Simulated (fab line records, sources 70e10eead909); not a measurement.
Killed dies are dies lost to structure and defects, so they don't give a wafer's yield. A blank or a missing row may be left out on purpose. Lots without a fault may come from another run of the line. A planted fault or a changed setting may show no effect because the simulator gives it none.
A struck lot beside a sound one | flow nand_harc | 13 steps out of a route of 1302
Sound: wafers L639.2, L639.3, L639.6. Struck: wafer L646.6. (L646.1, L646.3 of the same lot were not struck and are left out.) The cause comes at the end.
At each step with rows: each side's tool, then ch and its chambers, then its first start. Under that, the readings that differ: sound wafers | struck wafers | difference of the means | sigmas: that difference in standard deviations of wafers without a fault.
alike: readings whose means differ by less than 2 such deviations, and words and numbers that are the same on both sides. not compared: withheld readings, readings that some wafer has no value for, bounds like >300 that may hide the same value, and numbers for which the record gives no deviation and whose values overlap.
The two part at a step that has a row with sigmas, a row that says differs or no value, or rows on one side only. Numbers that don't overlap but have no deviation are shown without sigmas and don't part them. A reading that every wafer of one side lacks parts them only if that side has two wafers or more.

NHARC_P_GATE_RTA_82: time 30 s.
  sound on rtp_anneal-01 ch 0, day 9 08:05; struck on rtp_anneal-01 ch 0, day 11 17:41
  alike: lamp_power_pct, lamp_zone_5_pct, lamp_zone_6_pct, wafer_temp_C_max
NHARC_P_GATE_INSPECT_68:
  sound on defect_inspect-02, day 9 08:15; struck on defect_inspect-02, day 11 17:53
  alike: raw_defect_count
NHARC_P_CONTACT_DEP_30: deposits SiNx, target thk 30 nm.
  sound on pecvd-03 ch 0,2, day 9 08:19; struck on pecvd-03 ch 1, day 11 17:57
  alike: heater_power_w
NHARC_P_CONTACT_DEP_00: deposits SiO2, target thk 500 nm.
  sound on pecvd-03 ch 0,2; struck on pecvd-03 ch 1
  alike: chamber_pressure_Torr, heater_power_w, mfc_precursor_sccm, throttle_valve_pct
NHARC_P_CONTACT_CMP_01: polishes SiO2, target thk 200 nm.
  sound on cmp-03 ch 0,1,3, day 9 09:02; struck on cmp-04 ch 3, day 11 18:40
  alike: motor_current_A
then, 6 steps without rows for these wafers: NHARC_P_CONTACT_SRD_03; NHARC_P_CONTACT_DEHYDRATE_04 (time 120 s); NHARC_P_CONTACT_HMDS_05 (time 30 s); NHARC_P_CONTACT_COAT_33 (time 75 s); NHARC_P_CONTACT_COAT_34 (time 65 s); NHARC_P_CONTACT_COAT_06 (resist thk 90 nm).
NHARC_P_CONTACT_SOFTBAKE_07: time 55 s.
  sound on litho_track-04 ch 0, day 9 09:00; struck on litho_track-06 ch 0, day 11 19:00
  reading                  | sound                | struck | difference | sigmas
  heater_power_total_W (W) | 188.36 188.49 188.35 | 322.94 | +134.54    | +99 or more
then, 1 step without rows for these wafers: NHARC_P_CONTACT_EBR_08.

WHERE THEY PART
Only at NHARC_P_CONTACT_SOFTBAKE_07, within this record.

WHY: what the simulator had put in
Process parameter drift: litho_track-06, from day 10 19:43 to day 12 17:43, at NHARC_P_CONTACT_SOFTBAKE_07. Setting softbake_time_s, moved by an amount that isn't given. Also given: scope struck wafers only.
